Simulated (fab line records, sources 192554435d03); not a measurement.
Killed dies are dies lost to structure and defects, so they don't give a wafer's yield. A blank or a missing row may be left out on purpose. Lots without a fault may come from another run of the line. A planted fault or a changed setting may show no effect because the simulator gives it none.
A struck lot beside a sound one | flow n5_finfet | 37 steps out of a route of 1938
Sound: wafers L649.1, L649.2, L649.3. Struck: wafers L643.1, L643.4, L643.6. The cause comes at the end.
At each step with rows: each side's tool, then ch and its chambers, then its first start. Under that, the readings that differ: sound wafers | struck wafers | difference of the means | sigmas: that difference in standard deviations of wafers without a fault.
alike: readings whose means differ by less than 2 such deviations, and words and numbers that are the same on both sides. not compared: withheld readings, readings that some wafer has no value for, bounds like >300 that may hide the same value, and numbers for which the record gives no deviation and whose values overlap.
The two part at a step that has a row with sigmas, a row that says differs or no value, or rows on one side only. Numbers that don't overlap but have no deviation are shown without sigmas and don't part them. A reading that every wafer of one side lacks parts them only if that side has two wafers or more.

first, 9 steps without rows for these wafers: N5_BEOL_M4_ANNEAL_95 (time 240 s); N5_BEOL_M4_SPUTTER_96 (material Cu, target thk 4.5 nm, time 8.29 s); N5_BEOL_M4_ECD_50 (material Cu, target thk 300 nm); N5_BEOL_M4_ANNEAL_51 (time 90 s); N5_BEOL_M4_CMP_52 (polishes, stops on SiOC, t overpolish 6.8 s, target thk 40 nm); N5_BEOL_M4_PRE_CLEAN_60 (time 15 s); N5_BEOL_M4_CO_CAP_55 (material Co, precursor CCTBA/H2, target thk 2 nm, time 102.1 s); N5_BEOL_M4_PRE_CLEAN_56 (time 15 s); N5_BEOL_M4_DEP_57 (deposits SiCN from 3MS/NH3, target thk 8 nm, time 14 s).
N5_BEOL_M4_RC_MEAS_101:
  sound on prober-01 ch 0, day 15 15:08; struck on prober-02 ch 0, day 13 08:41
  alike: DIBL_N, DIBL_P, IOFF_N, IOFF_P, ION_N, ION_P, SS_N, SS_P, VT_N, VT_P
then, 24 steps without rows for these wafers: N5_BEOL_M5_ILD_DEP_00 (deposits SiCOH lowk from DEMS/porogen, target thk 140.64 nm, time 25.9 s); N5_BEOL_M5_CURE_79 (cures SiCOH lowk, time 240 s); N5_BEOL_M5_PECVD_70 (deposits SiO2 from TEOS/O2, target thk 16 nm, time 18 s); N5_BEOL_M5_HM_DEP_02 (deposits TiN, target thk 20 nm); N5_BEOL_M5_COAT_59 (time 60 s, resist thk 60 nm); N5_BEOL_M5_COAT_60 (time 60 s, resist thk 12 nm); N5_BEOL_M5_COAT_71 (time 60 s, resist thk 5 nm); N5_BEOL_M5_COAT_05 (resist thk 30 nm); N5_BEOL_M5_EBR_07; N5_BEOL_M5_SOFTBAKE_06 (time 60 s); N5_BEOL_M5_EXPOSE_08 (exposes mask M5, target cd 28 nm); N5_BEOL_M5_PEB_09 (peb time 60 s); N5_BEOL_M5_DEVELOP_10 (develop time 30 s); N5_BEOL_M5_DESCUM_16 (chemistry O2, time 7 s); N5_BEOL_M5_ETCH_72 (etches underlayer in N2/H2, target depth 6.5 nm, time 5.2 s); N5_BEOL_M5_ETCH_61 (etches SiARC in CF4, target depth 15.6 nm, time 26 s); N5_BEOL_M5_ETCH_62 (etches SOC in N2/H2, target depth 75 nm, overetch 15 nm, time 112.5 s); N5_BEOL_M5_STRIP_63 (strips in N2/H2); N5_BEOL_M5_STRIP_73 (strips in N2/H2); N5_BEOL_M5_STRIP_64 (strips in CF4); N5_BEOL_M5_HM_OPEN_17 (chemistry Cl2/BCl3, target TiN, target depth 20 nm, overetch 6 nm); N5_BEOL_M5_STRIP_19 (strips in O2); N5_BEOL_M5_COAT_65 (time 60 s, resist thk 60 nm); N5_BEOL_M5_COAT_66 (time 60 s, resist thk 12 nm).
-- the record jumps here: 3 days lie between the struck wafers' starts before and after (it left off in module BEOL_M5 and takes up again in module BEOL_M12, whose first step shown is number 1636 of the route) --
N5_BEOL_M12_ETCH_67: etches SiARC in CF4, target depth 143 nm, time 238.3 s.
  sound on rie_diel-04 ch 0,1,3, day 18 09:17; struck on rie_diel-01 ch 0,1,3, day 16 00:12
  no value came back on the struck wafers for any of 10 readings (bias_w (W), cf4_flow_sccm (sccm) and others); on the sound wafers bias_w (W) reads 35.96 35.98 35.98
  reading                                    | sound             | struck          | difference | sigmas
  model.coat_of_BEOL_M12_COAT_22.thk_nm (nm) | 212.2 212.2 211.8 | 282.2 283 283.2 | +70.7      |
N5_BEOL_M12_OCD_MEAS_35:
  sound on ocd-01, day 18 09:47; struck on ocd-01, day 16 00:41
  reading              | sound       | struck | difference                    | sigmas
  trench_depth_nm (nm) | 318 318 317 | - - -  | no value on the struck wafers |
N5_PASSIVATION_PROBE_49:
  the record has rows for the struck wafers here (prober-01, day 17 19:11) and none for the sound ones

WHERE THEY PART
First at N5_BEOL_M12_ETCH_67; last, within this record, at N5_PASSIVATION_PROBE_49.

WHY: what the simulator had put in
Skipped step whole: rie_diel-01, from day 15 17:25 on, at N5_BEOL_M12_ETCH_67. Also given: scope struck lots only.
